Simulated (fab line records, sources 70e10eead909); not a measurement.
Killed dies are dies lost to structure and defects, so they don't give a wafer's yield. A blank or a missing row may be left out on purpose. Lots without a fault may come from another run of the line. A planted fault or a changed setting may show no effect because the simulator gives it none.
A struck lot beside a sound one | flow nand_harc | 14 steps out of a route of 1302
Sound: wafers L402.1, L402.3, L402.4. Struck: wafer L411.4. (L411.1, L411.6 of the same lot were not struck and are left out.) The cause comes at the end.
At each step with rows: each side's tool, then ch and its chambers, then its first start. Under that, the readings that differ: sound wafers | struck wafers | difference of the means | sigmas: that difference in standard deviations of wafers without a fault.
alike: readings whose means differ by less than 2 such deviations, and words and numbers that are the same on both sides. not compared: withheld readings, readings that some wafer has no value for, bounds like >300 that may hide the same value, and numbers for which the record gives no deviation and whose values overlap.
The two part at a step that has a row with sigmas, a row that says differs or no value, or rows on one side only. Numbers that don't overlap but have no deviation are shown without sigmas and don't part them. A reading that every wafer of one side lacks parts them only if that side has two wafers or more.

first, 8 steps without rows for these wafers: NHARC_P_BONDPAD_HMDS_02 (time 30 s); NHARC_P_BONDPAD_COAT_36 (time 65 s); NHARC_P_BONDPAD_COAT_03 (resist thk 600 nm); NHARC_P_BONDPAD_SOFTBAKE_04 (time 70 s); NHARC_P_BONDPAD_EBR_05; NHARC_P_BONDPAD_EXPOSE_06 (exposes mask P BPAD); NHARC_P_BONDPAD_PEB_07 (peb time 80 s); NHARC_P_BONDPAD_DEVELOP_08 (time 50 s).
NHARC_P_BONDPAD_CD_MEAS_09: target cd 500 nm.
  sound on cd_sem-02 ch 0, day 7 01:18; struck on cd_sem-01 ch 0, day 11 05:26
  alike: cd_nm
NHARC_P_BONDPAD_OVL_MEAS_38:
  sound on overlay-02, day 7 01:23; struck on overlay-01, day 11 05:31
  alike: overlay_x_nm, overlay_y_nm
then, 1 step without rows for these wafers: NHARC_P_BONDPAD_HARDBAKE_10 (time 65 s).
NHARC_P_BONDPAD_DESCUM_11: chemistry O2, time 3 s.
  sound on rie_diel-13 ch 1,2,3, day 7 01:31; struck on rie_diel-07 ch 1, day 11 05:39
  reading                         | sound                | struck | difference | sigmas
  rf_hours_counter_h (h)          | 9.8 7.7 10.1         | 6.7    | -2.5       |
  showerhead_plenum_p_Torr (Torr) | 1.82 1.92 1.95       | 2.06   | +0.16      | +2
  throttle_valve_pct (%)          | 11.316 11.295 11.317 | 11.327 | +0.018     | +2
  alike: drypump_motor_current_A, o2_flow_sccm, oes_product_au, rf_vpp_V
NHARC_P_BONDPAD_ETCH_37: etches the open film in N2/H2, target depth 60 nm, overetch 18 nm, time 65.91 s.
  sound on rie_diel-13 ch 0,1,3, day 7 01:36; struck on rie_diel-07 ch 1, day 11 05:44
  reading                | sound          | struck | difference | sigmas
  rf_hours_counter_h (h) | 10.1 7.7 8.8   | 6.7    | -2.2       |
  run_length_s (s)       | 86.2 87.3 87.2 | 66.8   | -20.1      | -47
  alike: drypump_motor_current_A, oes_product_au, rf_vpp_V, showerhead_plenum_p_Torr, throttle_valve_pct
NHARC_P_BONDPAD_ETCH_12: etches the open film in CHF3/O2, target depth 200 nm, time 100 s.
  sound on rie_diel-13 ch 0,1,3; struck on rie_diel-07 ch 2
  reading                     | sound        | struck | difference | sigmas
  drypump_motor_current_A (A) | 5.5 5.8 6.8  | 5.2    | -0.8       | -2
  rf_hours_counter_h (h)      | 8.9 10.1 7.7 | 7.1    | -1.8       |
  alike: o2_flow_sccm, oes_product_au, rf_vpp_V, run_length_s, showerhead_plenum_p_Torr, throttle_valve_pct

WHERE THEY PART
First at NHARC_P_BONDPAD_DESCUM_11; last, within this record, at NHARC_P_BONDPAD_ETCH_12.

WHY: what the simulator had put in
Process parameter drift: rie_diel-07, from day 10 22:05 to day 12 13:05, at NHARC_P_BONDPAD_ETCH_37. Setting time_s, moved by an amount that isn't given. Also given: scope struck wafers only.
